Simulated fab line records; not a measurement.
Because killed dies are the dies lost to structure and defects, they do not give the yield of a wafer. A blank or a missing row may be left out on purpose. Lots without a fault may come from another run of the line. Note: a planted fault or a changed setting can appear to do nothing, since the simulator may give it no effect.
Chamber matching -- flow n5 finfet -- N5_BEOL_M0_SAQP_ETCH_83 on rie diel-04 has 4 sister chambers
The step etches SiARC in CF4, target depth 39 nm, time 65 s. 8 wafers are shown with their chamber, then 8 later ones without.

EACH WAFER AND ITS CHAMBER
wafer,chamber,drypump motor current A (A),showerhead plenum p Torr (Torr)
L077.5,0,6.3,2.13
L081.1,1,5.4,2.09
L081.2,3,6.0,2.06
L081.3,2,4.8,2.22
L091.3,3,6.0,2.05
L091.4,0,6.3,2.13
L091.6,2,4.7,2.22
L092.4,1,5.4,2.09

WAFERS WHOSE CHAMBER IS MISSING
wafer,drypump motor current A (A),showerhead plenum p Torr (Torr)
L092.5,6.0,2.05
L092.6,4.8,2.21
L093.1,6.3,2.12
L093.4,4.8,2.21
L093.6,4.8,2.21
L094.1,4.8,2.21
L094.2,5.3,2.09
L094.3,6.3,2.12

CHAMBER TAKEN BY EACH
wafer,from the rows above,in truth
L092.5,3,3
L092.6,2,2
L093.1,0,0
L093.4,2,2
L093.6,2,2
L094.1,2,2
L094.2,1,1
L094.3,0,0
Placed correctly: 8 of 8. Can't be placed from these rows: 0. Number placed wrongly: 0.
How it was worked out, from the rows above alone: a wafer's distance from a chamber is the root of the sum, over the readings, of the square of ((its reading less the chamber's mean) divided by the reading's scatter). If the next closest chamber is less than 2 further off than the closest, the wafer can't be placed; otherwise it belongs to the closest. For every chamber, the mean is computed from those of its wafers that are shown. The scatter: the root of (the sum of the squares of (reading less its chamber's mean) over the shown wafers, divided by (wafers less chambers)).
